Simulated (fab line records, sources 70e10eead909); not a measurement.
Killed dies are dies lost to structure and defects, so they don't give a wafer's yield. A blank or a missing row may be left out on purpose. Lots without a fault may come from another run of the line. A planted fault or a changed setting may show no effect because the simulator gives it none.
fab line records | flow nand_harc
record lots=11 wafers=33 last_day=24
route steps=1159 shown A_STAIRCASE@564 END@1159
lots that met no fault: from a run of the same line without faults
start_h: hours from the record's first day to the start of the lot's first wafer shown | wait_h: hours since the lot's step before | " the same as in the row above | L1.1+2: a row that stands for several wafers | - no value, or no start given | * or withheld: withheld | < > ~ a bound
route shown NAME@n: a module of which the file shows steps, and the number in the route of the first | usual: mean/standard deviation of fault-free wafers | same: alike in all rows | chamber/n: place in a boat | sites: the reading at each site | _std_site: their standard deviation | _edge_site: outer sites' mean less inner sites' | radius_mm: how far each site lies from the wafer's centre | mask NAME#n: copy n | behind: the tool/chamber that last shaped the wafer | hold: why the lot was held/for how many hours/how that ended | device: the transistor (n, p or np) that didn't switch | end of line: the same wafers' tests at the end of the route | a step without rows: its recipe alone | killed: dies lost to structure and defects at the first sort, not the wafer's yield | map: a wafer's dies, x killed, . not, _ none there
set.NAME: the setting as run; set.NAME@STEP: as run at that earlier step | model.NAME: the simulator's own value behind a step, which no gauge read
steps of the route over a sample of lots; a table a step, a row a wafer
services: from which hour (start_h, from the record's first day; less than 0 if before it) a tool's chamber was out of use, for how many hours, and why
## steps
# step NHARC_A_STAIRCASE_ETCH_27
# recipe target_depth_a=1000 time_s=40.5 ion_energy_ev=400 c4f8_flow_sccm=20 o2_flow_sccm=10 ar_flow_sccm=withheld rf_w=600 bias_w=1000 chemistry=C4F8/O2
# usual chamber_pressure_mTorr=25.001/0.022 oes_product_au=0.945/0.011 rf_vpp_V=897/3.8
# columns lot.wafer tool chamber start_h wait_h chamber_pressure_mTorr oes_product_au rf_hours_counter_h rf_vpp_V
L191.2 rie_diel-04 1 - - 25.047 0.933 41 903
L191.4 " 3 " " 24.998 0.967 43 895
L191.6 " 0 " " 24.955 0.942 - 901
L193.4 rie_diel-11 0 - - 24.954 0.935 12 897
L193.6 " 2 " " 25.006 0.954 - 901
L193.5 " 3 " " 25.013 0.935 - 895
L192.1 rie_diel-09 2 - - 25.034 0.930 63 897
L192.2 " 0 " " 24.972 0.937 60 902
L192.6 " 2 " " 25.010 0.939 - 897
L195.4 rie_diel-04 2 - - 24.972 0.961 50 903
L195.2 " 3 " " 25.013 0.961 53 895
L195.5 " 2 " " 24.999 0.957 - 900
L194.1 rie_diel-11 3 - - 25.009 0.929 20 895
L194.3 " 1 " " 25.011 0.940 20 890
L194.5 " 2 " " 24.999 0.951 - 899
L201.2 rie_diel-09 1 - - 24.971 0.924 10 902
L201.3 " 2 " " 25.009 0.945 9 896
L201.1 " 3 " " 24.971 0.938 9 891
L204.2 rie_diel-04 0 - - 25.019 0.948 5 900
L204.1 " 3 " " 24.996 0.941 5 896
L204.6 " 1 " " 25.025 0.960 - 901
L207.1 rie_diel-11 2 - - 25.005 0.932 49 900
L207.5 " 3 " " 24.998 0.942 - 895
L207.6 " 0 " " 25.007 0.948 - 895
L210.2 rie_diel-11 3 - - 25.010 0.943 59 894
L210.3 " 2 " " 24.976 0.934 58 898
L210.6 " 0 " " 25.003 0.945 - 895
L213.2 rie_diel-04 3 - - 24.966 0.946 24 896
L213.4 " 0 " " 25.015 0.945 23 900
L213.5 " 0 " " 25.027 0.956 - 899
L214.1 rie_diel-04 1 - - 25.030 0.960 23 901
L214.3 " 2 " " 25.021 0.959 26 900
L214.2 " 0 " " 24.992 0.948 24 900
# step NHARC_A_STAIRCASE_TRIM_200
# recipe time_s=211.2 o2_flow_sccm=500 ar_flow_sccm=0 bias_w=0 chemistry=O2
# usual chamber_pressure_mTorr=60.00/0.057 drypump_motor_current_A=5.7/0.47 oes_product_au=1.003/0.01 rf_vpp_V=57.9/0.8 showerhead_plenum_p_Torr=3.58/0.099 throttle_valve_pct=17.036/0.0086
# columns lot.wafer tool chamber start_h wait_h chamber_pressure_mTorr drypump_motor_current_A oes_product_au rf_hours_counter_h rf_vpp_V showerhead_plenum_p_Torr throttle_valve_pct
L191.2 rie_diel-09 1 - - 60.01 6.7 1.007 60 58.9 3.70 17.038
L191.6 " 1 " " 60.04 6.7 1.012 - 58.5 3.70 17.036
L191.4 " 2 " " 60.01 5.4 1.012 - 59.3 3.57 17.029
L193.4 rie_diel-11 0 - - 59.98 6.0 0.993 15 58.6 3.53 17.037
L193.6 " 3 " " 60.00 5.0 0.985 - 57.3 3.50 17.030
L193.5 " 0 " " 60.06 6.0 1.000 - 57.8 3.53 17.047
L192.1 rie_diel-09 0 - - 60.05 5.5 1.017 61 59.3 3.70 17.042
L192.2 " 1 " " 60.02 6.7 1.005 64 57.3 3.69 17.031
L192.6 " 3 " " 59.98 5.7 1.001 - 57.0 3.42 17.035
L195.2 rie_diel-11 1 - - 59.89 5.4 1.016 22 57.3 3.36 17.035
L195.4 " 2 " " 60.05 6.0 1.007 22 58.1 3.64 17.052
L195.5 " 3 " " 59.93 5.0 1.003 - 56.5 3.50 17.032
L194.3 rie_diel-04 3 - - 60.07 6.1 1.020 54 58.6 3.51 17.050
L194.1 " 2 " " 60.08 5.6 1.012 51 58.1 3.68 17.017
L194.5 " 3 " " 59.95 6.1 1.015 - 56.9 3.51 17.044
L201.3 rie_diel-09 1 - - 60.01 6.7 0.976 12 58.7 3.69 17.040
L201.1 " 2 " " 60.01 5.4 1.005 11 57.0 3.56 17.039
L201.2 " 3 " " 59.90 5.7 1.007 12 55.7 3.41 17.036
L204.1 rie_diel-04 3 - - 60.14 6.1 1.007 6 57.5 3.50 17.032
L204.2 " 1 " " 60.10 5.2 1.012 5 57.8 3.68 17.032
L204.6 " 0 " " 59.90 5.8 1.001 - 57.1 3.64 17.036
L207.1 rie_diel-09 2 - - 60.01 5.4 0.998 25 58.7 3.55 17.044
L207.6 " 1 " " 59.93 6.8 0.979 - 57.8 3.68 17.044
L207.5 " 2 " " 59.96 5.5 0.999 - 58.2 3.55 17.041
L210.2 rie_diel-09 2 - - 60.09 5.4 0.987 32 56.7 3.55 17.038
L210.3 " 3 " " 59.94 5.7 0.998 34 58.0 3.40 17.036
L210.6 " 1 " " 60.02 6.7 0.992 - 58.8 3.67 17.031
L213.4 rie_diel-04 2 368.14 - 60.03 5.6 1.011 27 59.7 3.66 17.036
L213.2 " 0 " " 59.90 5.8 1.002 25 57.6 3.63 17.036
L213.5 " 1 " " 60.04 5.2 1.016 - 58.6 3.67 17.015
L214.2 rie_diel-09 2 - - 59.96 5.4 0.992 38 57.8 3.55 17.048
L214.3 " 3 " " 59.97 5.7 1.010 39 58.4 3.40 17.032
L214.1 " 0 " " 60.02 5.5 1.008 42 58.4 3.68 17.024
# step NHARC_A_STAIRCASE_ETCH_201
# recipe target_depth_a=1000 time_s=40.5 ion_energy_ev=400 c4f8_flow_sccm=20 o2_flow_sccm=10 ar_flow_sccm=withheld rf_w=600 bias_w=1000 chemistry=C4F8/O2
# usual chamber_pressure_mTorr=25.000/0.024 oes_product_au=0.945/0.015 rf_vpp_V=898/3.8
# columns lot.wafer tool chamber start_h wait_h chamber_pressure_mTorr oes_product_au rf_hours_counter_h rf_vpp_V
L193.4 rie_diel-11 1 241.81 - 24.971 0.953 13 892
L193.6 " 0 " " 24.997 0.940 - 897
L193.5 " 1 " " 24.978 0.955 - 890
L191.2 rie_diel-09 3 241.82 - 25.031 0.942 62 892
L191.6 " 3 " " 25.006 0.940 - 891
L191.4 " 2 " " 24.998 0.934 - 898
L192.1 rie_diel-09 1 252.85 - 25.037 0.959 64 903
L192.2 " 3 " " 25.009 0.954 67 892
L192.6 " 2 " " 24.995 0.941 - 897
L195.2 rie_diel-11 0 261.77 - 24.980 0.949 23 895
L195.4 " 1 " " 24.980 0.929 22 890
L195.5 " 3 " " 24.997 0.928 - 894
L194.3 rie_diel-04 0 261.80 - 24.983 0.930 53 901
L194.1 " 2 " " 25.002 0.963 51 901
L194.5 " 0 " " 24.989 0.936 - 901
L201.2 rie_diel-09 1 295.64 - 24.985 0.934 13 904
L201.3 " 2 " " 24.996 0.951 11 897
L201.1 " 3 " " 25.001 0.953 12 892
L204.2 rie_diel-04 3 313.24 - 25.009 0.809 6 895
L204.1 " 2 " " 24.991 0.963 7 901
L204.6 " 0 " " 25.002 0.948 - 900
L207.1 rie_diel-09 3 335.03 - 25.001 0.967 27 891
L207.6 " 1 " " 24.973 0.923 - 902
L207.5 " 2 " " 25.012 0.935 - 898
L210.3 rie_diel-09 1 361.35 - 25.010 0.927 34 901
L210.2 " 3 " " 25.005 0.931 34 891
L210.6 " 1 " " 25.020 0.921 - 901
L213.2 rie_diel-09 1 368.30 - 25.014 0.989 37 902
L213.4 " 2 " " 25.054 0.982 36 896
L213.5 " 1 " " 25.023 0.983 - 903
L214.1 rie_diel-09 3 371.77 - 24.990 0.925 39 890
L214.3 " 1 " " 24.993 0.917 41 901
L214.2 " 2 " " 25.016 0.915 38 896
# step NHARC_A_STAIRCASE_TRIM_202
# recipe time_s=211.2 o2_flow_sccm=500 ar_flow_sccm=0 bias_w=0 chemistry=O2
# usual chamber_pressure_mTorr=60.00/0.065 drypump_motor_current_A=5.8/0.46 oes_product_au=1.003/0.011 rf_vpp_V=57.9/0.91 showerhead_plenum_p_Torr=3.58/0.11 throttle_valve_pct=17.036/0.009
# columns lot.wafer tool chamber start_h wait_h chamber_pressure_mTorr drypump_motor_current_A oes_product_au rf_hours_counter_h rf_vpp_V showerhead_plenum_p_Torr throttle_valve_pct
L193.4 rie_diel-11 3 - - 59.96 5.0 0.993 15 58.4 3.50 17.033
L193.6 " 1 " " 59.94 5.3 1.004 - 58.7 3.37 17.036
L193.5 " 2 " " 60.00 6.0 1.003 - 56.7 3.64 17.030
L191.2 rie_diel-09 3 - - 60.01 5.8 0.994 62 57.0 3.42 17.028
L191.6 " 3 " " 60.05 5.8 0.997 - 56.9 3.42 17.036
L191.4 " 1 " " 60.15 6.8 0.998 - 58.9 3.70 17.033
L192.2 rie_diel-09 0 - - 60.08 5.5 1.003 61 57.6 3.70 17.052
L192.1 " 2 " " 59.98 5.4 0.998 64 58.3 3.57 17.046
L192.6 " 0 " " 60.06 5.5 0.991 - 59.4 3.70 17.049
L195.4 rie_diel-11 1 - - 59.97 5.4 1.000 22 57.9 3.36 17.044
L195.2 " 0 " " 59.95 6.0 1.013 24 56.7 3.53 17.031
L195.5 " 1 " " 59.93 5.4 1.001 - 57.2 3.36 17.034
L194.3 rie_diel-04 1 - - 59.87 5.2 0.991 52 57.8 3.69 17.040
L194.1 " 3 " " 60.04 6.1 1.018 54 57.1 3.51 17.034
L194.5 " 1 " " 60.07 5.2 0.999 - 58.7 3.69 17.043
L201.2 rie_diel-09 1 - - 60.03 6.7 0.990 13 58.9 3.69 17.032
L201.1 " 3 " " 60.01 5.7 1.015 12 56.5 3.41 17.036
L201.3 " 0 " " 59.98 5.5 1.013 14 57.9 3.69 17.031
L204.1 rie_diel-04 3 - - 60.10 6.1 0.992 6 56.8 3.50 17.023
L204.2 " 0 " " 59.89 5.8 1.007 7 56.4 3.64 17.043
L204.6 " 2 " " 60.01 5.6 1.012 - 58.1 3.67 17.046
L207.1 rie_diel-09 2 - - 60.04 5.4 0.993 25 57.9 3.55 17.047
L207.5 " 0 " " 60.01 5.5 1.004 - 57.1 3.68 17.031
L207.6 " 1 " " 59.99 6.7 0.964 - 56.7 3.68 17.023
L210.3 rie_diel-09 1 - - 59.99 6.7 1.002 34 58.7 3.67 17.024
L210.2 " 3 " " 59.96 5.8 1.011 34 55.5 3.40 17.043
L210.6 " 2 " " 59.97 5.4 0.997 - 58.2 3.55 17.043
L213.4 rie_diel-09 1 - - 60.01 6.7 0.998 37 57.2 3.67 17.036
L213.2 " 2 " " 59.98 5.4 0.999 36 58.7 3.55 17.043
L213.5 " 0 " " 60.06 5.5 1.015 - 56.9 3.68 17.040
L214.2 rie_diel-09 2 - - 60.05 5.4 0.990 38 57.8 3.55 17.048
L214.1 " 3 " " 60.17 5.8 1.004 39 56.1 3.40 17.046
L214.3 " 0 " " 60.04 5.5 0.998 42 58.6 3.68 17.030
# step NHARC_END_SORT_01
# recipe temp_c=25
# usual killed_at_array=27/8.8 killed_at_other=0.4/0.82 killed_at_periphery=3.1/2.1 killed_dies=31/8.8 killed_open=3.3/2 killed_short=2.0/1.4
# same gross_dies=677
# columns lot.wafer tool chamber start_h wait_h killed_at_array killed_at_other killed_at_periphery killed_dies killed_open killed_short
L204.1 prober-02 0 505.39 2.5 24 3 4 31 2 0
L204.2 prober-02 0 506.18 2.8 440 2 2 444 7 1
L204.6 prober-02 0 509.34 3.9 23 5 4 32 3 5
# killed by level:class
L204.1 A_SLIT:chamber_film_flake=11 A_CHANNEL_HOLE_D1:chamber_film_flake=7 A_CONTACT:chamber_film_flake=5 THIN_TSV:chamber_film_flake=3 P_GATE:chamber_film_flake=2 P_GATE:geometric_particle:open=1 A_ONON_D1:geometric_particle:open=1 P_ZERO_WELL:chamber_film_flake=1
L204.2 A_STAIRCASE:area_etch=417 A_CHANNEL_HOLE_D1:chamber_film_flake=6 A_SLIT:chamber_film_flake=5 A_CONTACT:chamber_film_flake=5 A_CONTACT:geometric_particle:open=3 THIN_TSV:chamber_film_flake=2 P_M0:geometric_particle:open=1 A_ONON_D1:geometric_particle:open=1
L204.6 A_SLIT:chamber_film_flake=11 THIN_TSV:chamber_film_flake=5 A_CONTACT:chamber_film_flake=3 A_SOURCE_PLATE:geometric_particle:short=2 P_GATE:chamber_film_flake=2 A_CHANNEL_HOLE_D1:chamber_film_flake=2 P_CONTACT:geometric_particle:open=1 P_M1:geometric_particle:short=1
## services
# columns tool chamber start_h hours kind
rie_diel-11 1 223.95 4.9 repair
rie_diel-09 0 234.58 - clean
rie_diel-09 1 234.58 - clean
rie_diel-09 2 234.58 - clean
rie_diel-09 3 234.58 - clean
rie_diel-09 0 238.59 5.8 repair
rie_diel-09 - 254.10 9.0 pm
rie_diel-09 0 254.10 9.0 vent_cycle
rie_diel-09 1 254.10 9.0 vent_cycle
rie_diel-09 2 254.10 9.0 vent_cycle
rie_diel-09 3 254.10 9.0 vent_cycle
rie_diel-09 0 263.10 - clean
rie_diel-09 1 263.10 - clean
rie_diel-09 2 263.10 - clean
rie_diel-09 3 263.10 - clean
rie_diel-04 1 285.68 14.8 repair
rie_diel-09 0 287.64 - clean
rie_diel-09 1 287.64 - clean
rie_diel-09 2 287.64 - clean
rie_diel-04 - 288.90 9.0 pm
rie_diel-09 - 303.60 1.2 repair
rie_diel-11 0 306.40 2.2 repair
rie_diel-11 1 352.19 8.8 repair
rie_diel-11 - 367.85 9.0 pm
## key
first_sign step=NHARC_A_STAIRCASE_ETCH_201 reading=oes_product_au direction=down sigmas=9 usual=0.945 struck=0.809
effect step=NHARC_END_SORT_01 reading=killed_dies direction=up sigmas=47 usual=31 struck=444
more_kills_born_at NHARC_A_STAIRCASE_ETCH_201@rie_diel-04=417
met_at NHARC_A_STAIRCASE_ETCH_201
struck_lots L204
struck_wafers L204.2
later_rows_left_out L204.2
tester_left_out L204
not_acting_at NHARC_A_STAIRCASE_ETCH_27,NHARC_A_STAIRCASE_TRIM_200,NHARC_A_STAIRCASE_TRIM_202
fault kind=process_parameter_drift tool=rie_diel-04 chamber=3 onset_h=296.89 steps=NHARC_A_STAIRCASE_ETCH_201 channel=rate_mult offset=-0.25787 shape=step end_h=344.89
# tester_left_out: of these lots the tester's yield and bins aren't shown, on N5 and GAA mostly nor the transistor test; their killed dies are dies lost to structure and defects alone, not to doping, threshold or leakage, so they don't give the yield
# later_rows_left_out: the simulator's readings of these wafers behind a module that went badly wrong aren't trusted and aren't shown, but for the sort
